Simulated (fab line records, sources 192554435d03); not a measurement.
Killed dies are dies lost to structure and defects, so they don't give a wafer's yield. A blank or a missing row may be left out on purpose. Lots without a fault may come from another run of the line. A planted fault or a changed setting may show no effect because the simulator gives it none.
Chamber matching | flow n5_finfet | N5_MOL_CONTACT_COAG_ALD_27 on ald_sin-02: 4 sister chambers
The step deposits SiOC, target thk 17 nm, pulse time 1.5 s, time 2720 s. 4 wafers are shown with their chamber, then 9 later ones without.

WAFERS WITH THEIR CHAMBER
wafer  | chamber | heater_power_w (W)
L087.6 | 3       | 722
L089.1 | 1       | 965
L089.2 | 2       | 813
L089.4 | 0       | 876

WAFERS WITHOUT THEIR CHAMBER
wafer  | heater_power_w (W)
L090.3 | 862
L090.4 | 821
L090.6 | 985
L093.2 | 697
L093.5 | 955
L093.6 | 866
L094.1 | 699
L094.4 | 807
L094.6 | 705

WHICH CHAMBER EACH WENT THROUGH
wafer  | from the rows above | in truth
L090.3 | 0                   | 0
L090.4 | 2                   | 2
L090.6 | 1                   | 1
L093.2 | 3                   | 3
L093.5 | 1                   | 1
L093.6 | 0                   | 0
L094.1 | 3                   | 3
L094.4 | 2                   | 2
L094.6 | 3                   | 3
Placed correctly: 9 of 9. Can't be placed from these rows: 0. Placed wrongly: 0.
How it was worked out, from the rows above alone: a wafer's distance from a chamber is the root of the sum, over the readings, of the square of ((its reading less the chamber's mean) divided by the reading's scatter). The wafer belongs to the nearest chamber; if the next one is less than 2 further off, it can't be placed. A chamber's mean is the mean of its shown wafers. The scatter: with one shown wafer a chamber, the root of the mean of the squares of how far each hidden wafer lies from its nearest shown one.
